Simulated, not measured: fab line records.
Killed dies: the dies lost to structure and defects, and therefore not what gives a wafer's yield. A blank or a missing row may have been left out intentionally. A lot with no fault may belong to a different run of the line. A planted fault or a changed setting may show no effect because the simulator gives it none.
Chamber matching	flow nand harc	NHARC_A_CHANNEL_FILL_D1_STRIP_28 on rie diel-03: 4 sister chambers
The step strips in O2, time 20 s. 8 wafers are shown with their chamber, then 8 later ones without.

== WAFERS PAIRED WITH THEIR CHAMBERS ==
wafer	chamber	showerhead plenum p Torr (Torr)	drypump motor current A (A)
L357.2	2	3.65	6.4
L358.2	3	3.52	5.8
L358.3	2	3.65	6.3
L361.6	0	3.54	5.3
L363.1	1	3.68	5.9
L363.2	3	3.52	5.7
L363.3	0	3.54	5.3
L370.2	1	3.67	5.9

== WAFERS MISSING THEIR CHAMBER ==
wafer	showerhead plenum p Torr (Torr)	drypump motor current A (A)
L370.3	3.52	5.7
L370.6	3.52	5.7
L375.2	3.67	5.9
L375.3	3.52	5.7
L375.6	3.65	6.4
L376.2	3.67	5.9
L376.3	3.52	5.7
L376.5	3.67	5.9

== EACH ONE'S CHAMBER ==
wafer	from the rows above	in truth
L370.3	3	3
L370.6	3	3
L375.2	1	1
L375.3	3	3
L375.6	2	2
L376.2	1	1
L376.3	3	3
L376.5	1	1
Placed correctly: 8 of 8. From these rows, 0 cannot be placed. Placed wrongly: 0.
How it was worked out, from the rows above alone: a wafer's distance from a chamber is the root of the sum, over the readings, of the square of ((its reading less the chamber's mean) divided by the reading's scatter). The wafer belongs to the nearest chamber; if the next one is less than 2 further off, it can't be placed. A chamber's mean is the mean of its shown wafers. The scatter: the root of (the sum of the squares of (reading less its chamber's mean) over the shown wafers, divided by (wafers less chambers)).
